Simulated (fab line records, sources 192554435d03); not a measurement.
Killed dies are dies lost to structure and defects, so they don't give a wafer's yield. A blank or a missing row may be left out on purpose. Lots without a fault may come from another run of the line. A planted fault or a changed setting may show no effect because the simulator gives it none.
A struck lot beside a sound one | flow n5_finfet | 37 steps out of a route of 1938
Sound: wafers L347.2, L347.4, L347.5. Struck: wafer L354.4. (L354.2, L354.6 of the same lot were not struck and are left out.) The cause comes at the end.
At each step with rows: each side's tool, then ch and its chambers, then its first start. Under that, the readings that differ: sound wafers | struck wafers | difference of the means | sigmas: that difference in standard deviations of wafers without a fault.
alike: readings whose means differ by less than 2 such deviations, and words and numbers that are the same on both sides. not compared: withheld readings, readings that some wafer has no value for, bounds like >300 that may hide the same value, and numbers for which the record gives no deviation and whose values overlap.
The two part at a step that has a row with sigmas, a row that says differs or no value, or rows on one side only. Numbers that don't overlap but have no deviation are shown without sigmas and don't part them. A reading that every wafer of one side lacks parts them only if that side has two wafers or more.

first, 9 steps without rows for these wafers: N5_BEOL_M0_ANNEAL_135 (time 60 s); N5_BEOL_M0_SPUTTER_141 (material Cu, target thk 4 nm, time 7.37 s); N5_BEOL_M0_ECD_118 (material Cu, target thk 300 nm); N5_BEOL_M0_ANNEAL_119 (time 90 s); N5_BEOL_M0_CMP_120 (polishes, stops on SiOC, t overpolish 6.9 s); N5_BEOL_M0_PRE_CLEAN_131 (time 15 s); N5_BEOL_M0_CO_CAP_123 (material Co, precursor CCTBA/H2, target thk 2 nm, time 102.1 s); N5_BEOL_M0_PRE_CLEAN_124 (time 15 s); N5_BEOL_M0_DEP_125 (deposits SiCN from 3MS/NH3, target thk 8 nm, time 14 s).
N5_BEOL_M1_ILD_DEP_00: deposits SiOC from DEMS/O2, target thk 79 nm, time 15.3 s.
  sound on pecvd-01 ch 0,1,2, day 8 12:57; struck on pecvd-01 ch 0, day 10 06:02
  reading                                      | sound          | struck | difference | sigmas
  model.SiOC_of_BEOL_M1_ILD_DEP_00.thk_nm (nm) | 77.6 79.6 78.8 | 81.4   | +2.7       |
  alike: heater_power_w, showerhead_plenum_p_Torr, throttle_valve_pct
  not compared: since_wet_clean_h
then, 24 steps without rows for these wafers: N5_BEOL_M1_PECVD_72 (deposits SiO2 from TEOS/O2, target thk 16 nm, time 18 s); N5_BEOL_M1_HM_DEP_02 (deposits TiN, target thk 20 nm); N5_BEOL_M1_COAT_61 (time 60 s, resist thk 60 nm); N5_BEOL_M1_COAT_62 (time 60 s, resist thk 12 nm); N5_BEOL_M1_COAT_73 (time 60 s, resist thk 5 nm); N5_BEOL_M1_COAT_05 (resist thk 30 nm); N5_BEOL_M1_EBR_07; N5_BEOL_M1_SOFTBAKE_06 (time 60 s); N5_BEOL_M1_EXPOSE_08 (exposes mask M1); N5_BEOL_M1_PEB_09 (peb time 60 s); N5_BEOL_M1_DEVELOP_10 (develop time 30 s); N5_BEOL_M1_DESCUM_16 (chemistry O2, time 7 s); N5_BEOL_M1_ETCH_74 (etches underlayer in N2/H2, target depth 6.5 nm, time 5.2 s); N5_BEOL_M1_ETCH_63 (etches SiARC in CF4, target depth 15.6 nm, time 26 s); N5_BEOL_M1_ETCH_64 (etches SOC in N2/H2, target depth 75 nm, overetch 15 nm, time 112.5 s); N5_BEOL_M1_STRIP_65 (strips in N2/H2); N5_BEOL_M1_STRIP_75 (strips in N2/H2); N5_BEOL_M1_STRIP_66 (strips in CF4); N5_BEOL_M1_HM_OPEN_17 (chemistry Cl2/BCl3, target TiN, target depth 20 nm, overetch 6 nm); N5_BEOL_M1_STRIP_19 (strips in O2); N5_BEOL_M1_COAT_67 (time 60 s, resist thk 60 nm); N5_BEOL_M1_COAT_68 (time 60 s, resist thk 12 nm); N5_BEOL_M1_COAT_76 (time 60 s, resist thk 5 nm); N5_BEOL_M1_COAT_22 (resist thk 30 nm).
N5_BEOL_M1_CMP_52: polishes, stops on SiOC, t overpolish 6.8 s, target thk 40 nm.
  sound on cmp-01 ch 0,3, day 8 20:17; struck on cmp-02 ch 3, day 10 15:35
  reading                                      | sound          | struck | difference | sigmas
  model.Cu_of_BEOL_M1_ECD_50.thk_nm (nm)       | 37.8 41.8 39.4 | 45     | +5         |
  model.SiOC_of_BEOL_M1_ILD_DEP_00.thk_nm (nm) | 76.6 78.6 77.8 | 80.4   | +2.7       |
  alike: barrier_field_endpoint_s, clearing_platen_down_force_psi, motor_current_A, overpolish_run_s, time_to_endpoint_s
N5_BEOL_M4_RC_MEAS_101:
  sound on prober-02 ch 0, day 10 09:22; struck on prober-02 ch 0, day 12 05:13
  alike: DIBL_N, DIBL_P, IOFF_N, IOFF_P, ION_N, ION_P, SS_N, SS_P, VT_N, VT_P
-- the record jumps here: 4 days lie between the struck wafers' starts before and after (it left off in module BEOL_M4 and takes up again in module PASSIVATION, whose first step shown is number 1936 of the route) --
N5_PASSIVATION_PROBE_49:
  the record has rows for the struck wafers here (prober-01, day 16 14:14) and none for the sound ones

WHERE THEY PART
Only at N5_PASSIVATION_PROBE_49, within this record.

WHY: what the simulator had put in
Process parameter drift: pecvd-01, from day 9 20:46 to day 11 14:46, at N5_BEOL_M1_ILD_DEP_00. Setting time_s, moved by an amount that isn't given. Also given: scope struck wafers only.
